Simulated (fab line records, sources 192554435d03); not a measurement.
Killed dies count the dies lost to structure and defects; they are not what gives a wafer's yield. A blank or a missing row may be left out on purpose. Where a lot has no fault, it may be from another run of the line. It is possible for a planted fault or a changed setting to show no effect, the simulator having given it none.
Code-filled problem report in 8D (eight disciplines) form :: flow n5 finfet :: the parts of the form that need people (team, actions taken, sign-off) are left out

== 1. WHAT IS WRONG ==
M5_ILD_THK at N5_BEOL_M5_THK_MEAS_01 reads a mean of 116.5 nm on 1 wafer of 1 lot; wafers without a fault read 121.7 nm with a standard deviation of 1.3. Measured from the usual mean, that is -4.0 standard deviations.
Earliest sighting: wafer L950.3 on film metro-01 at day 12 06:14. At this step, 30 wafers from 10 lots have a number in the record. By rule, "out" or "out of limits" means more than 4 standard deviations away from the usual mean. The other wafers with a number count as sound.

== 2. WHAT IT IS; WHAT IT IS NOT ==
question: which readings at this step
is: M5_ILD_THK
is not: -

question: which lots
is: L950
is not: L933, L936, L939, L940, L941, L945, L952, L953, L956

question: which wafers of those lots
is: L950.3
is not: L950.1, L950.6

question: read on which gauges
is: film metro-01
is not: film metro-02

question: when
is: from day 12 06:14
is not: up to then (20 sound wafers); but 9 sound wafers of L952, L953, L956 came after

== 3. WHAT RULES OUT EACH SUSPECT ==
Counting: any tool at a process step up to the reading remains a suspect provided it ran every lot that is out. Sound lots after the first of them don't rule it out here, since some wafers of a struck lot are sound.
- ruled out: the gauge at N5_BEOL_M5_THK_MEAS_01. All the wafers that are out were read on film metro-01, but those of them that N5_BEOL_M5_ILD_DEP_00 has rows for are out there too, on other tools.
- pvd sputter-03 at N5_BEOL_M4_SPUTTER_96 (material Cu, target thk 4.5 nm, time 8.29 s): kept. It ran the lot that is out, L950 (day 12 03:17); its last sound lot up to then is L940 (day 9 18:38).
- pecvd-04 at N5_BEOL_M4_DEP_57 (deposits SiCN from 3MS/NH3, target thk 8 nm, time 14 s): kept. It ran the lot that is out, L950 (day 12 04:34).
- pecvd-02 at N5_BEOL_M5_ILD_DEP_00 (deposits SiCOH lowk from DEMS/porogen, target thk 140.64 nm, time 25.9 s): kept. It ran the lot that is out, L950 (day 12 05:40); its last sound lot up to then is L940 (day 9 20:42). Out on those wafers are its own readings of susceptor temp C.
- uv cure-01 at N5_BEOL_M5_CURE_79 (cures SiCOH lowk, time 240 s): kept. It ran the lot that is out, L950 (day 12 05:43); its last sound lot up to then is L936 (day 8 15:08).
- At N5_BEOL_M4_DEP_57, inside pecvd-04: chamber 2 took the wafers that are out, while their sound lot-mates went through chambers 0, 1.
- The sound lot-mates ran in chamber 1 of pecvd-02 at N5_BEOL_M5_ILD_DEP_00, but the wafers that are out ran in chamber 2.
Left after counting: pvd sputter-03 at N5_BEOL_M4_SPUTTER_96, pecvd-04 at N5_BEOL_M4_DEP_57, pecvd-02 at N5_BEOL_M5_ILD_DEP_00, uv cure-01 at N5_BEOL_M5_CURE_79.

== 4. THE CAUSE (what the simulator had put in) ==
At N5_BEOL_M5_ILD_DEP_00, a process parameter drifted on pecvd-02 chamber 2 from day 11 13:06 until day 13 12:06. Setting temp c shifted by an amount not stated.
This tool is one of the 4 suspects left after counting.

== 5. THE EFFECT CHAIN, in route order ==
One row per reading whose mean, taken over the struck wafers that have a number, lies over 3 standard deviations from the usual. Only readings for which the record gives a usual standard deviation are gone through. hours: the time from each lot's start at the first step in this table that gives one to its start at this step, as a median over the lots. sigmas: the change in usual standard deviations.
hours: 0
step: N5_BEOL_M5_ILD_DEP_00
reading: susceptor temp C
usual: 299.99 C
on struck wafers: 307.55
change: +7.56
sigmas: +42

hours: 1
step: N5_BEOL_M5_THK_MEAS_01
reading: M5_ILD_THK
usual: 121.7 nm
on struck wafers: 116.5
change: -5.2
sigmas: -4.0
Its process steps:
- N5_BEOL_M5_ILD_DEP_00: deposits SiCOH lowk from DEMS/porogen, target thk 140.64 nm, time 25.9 s.

== 6. HOW IT WOULD HAVE BEEN CAUGHT EARLIER ==
In this record the first reading out of limits at a measuring or inspecting step was taken at day 12 06:14, 17 hours after the fault began at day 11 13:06.
The tool's own readings at N5_BEOL_M5_ILD_DEP_00 were out on every struck wafer that the step has a row for (susceptor temp C): an alarm limit on them would have fired on the first of those.
By day 12 06:14 the whole set of lots that are out, 1 in number, had already begun N5_BEOL_M5_ILD_DEP_00 on pecvd-02. None of them would have been spared by holding the tool at that moment.
